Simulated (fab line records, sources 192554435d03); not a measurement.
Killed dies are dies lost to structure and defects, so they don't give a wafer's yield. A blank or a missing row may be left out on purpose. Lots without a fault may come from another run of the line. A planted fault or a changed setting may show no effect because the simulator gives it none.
Chamber matching | flow n5_finfet | N5_BEOL_M2_ALD_84 on ald_metal-03: 4 sister chambers
The step deposits TaN, pulse time 2 s, purge time 3 s, co reactant purge time 2 s. 4 wafers are shown with their chamber, then 11 later ones without.

WAFERS WITH THEIR CHAMBER
wafer  | chamber | heater_power_w (W)
L085.2 | 2       | 514
L089.1 | 1       | 315
L089.4 | 3       | 429
L091.2 | 0       | 457

WAFERS WITHOUT THEIR CHAMBER
wafer  | heater_power_w (W)
L091.3 | 516
L091.5 | 422
L092.1 | 504
L092.4 | 426
L092.5 | 498
L094.1 | 507
L094.2 | 456
L094.4 | 426
L097.1 | 454
L097.4 | 508
L097.5 | 460

WHICH CHAMBER EACH WENT THROUGH
wafer  | from the rows above | in truth
L091.3 | 2                   | 2
L091.5 | 3                   | 3
L092.1 | 2                   | 2
L092.4 | 3                   | 3
L092.5 | 2                   | 2
L094.1 | 2                   | 2
L094.2 | 0                   | 0
L094.4 | 3                   | 3
L097.1 | 0                   | 0
L097.4 | 2                   | 2
L097.5 | 0                   | 0
Placed correctly: 11 of 11. Can't be placed from these rows: 0. Placed wrongly: 0.
How it was worked out, from the rows above alone: a wafer's distance from a chamber is the root of the sum, over the readings, of the square of ((its reading less the chamber's mean) divided by the reading's scatter). The wafer belongs to the nearest chamber; if the next one is less than 2 further off, it can't be placed. A chamber's mean is the mean of its shown wafers. The scatter: with one shown wafer a chamber, the root of the mean of the squares of how far each hidden wafer lies from its nearest shown one.
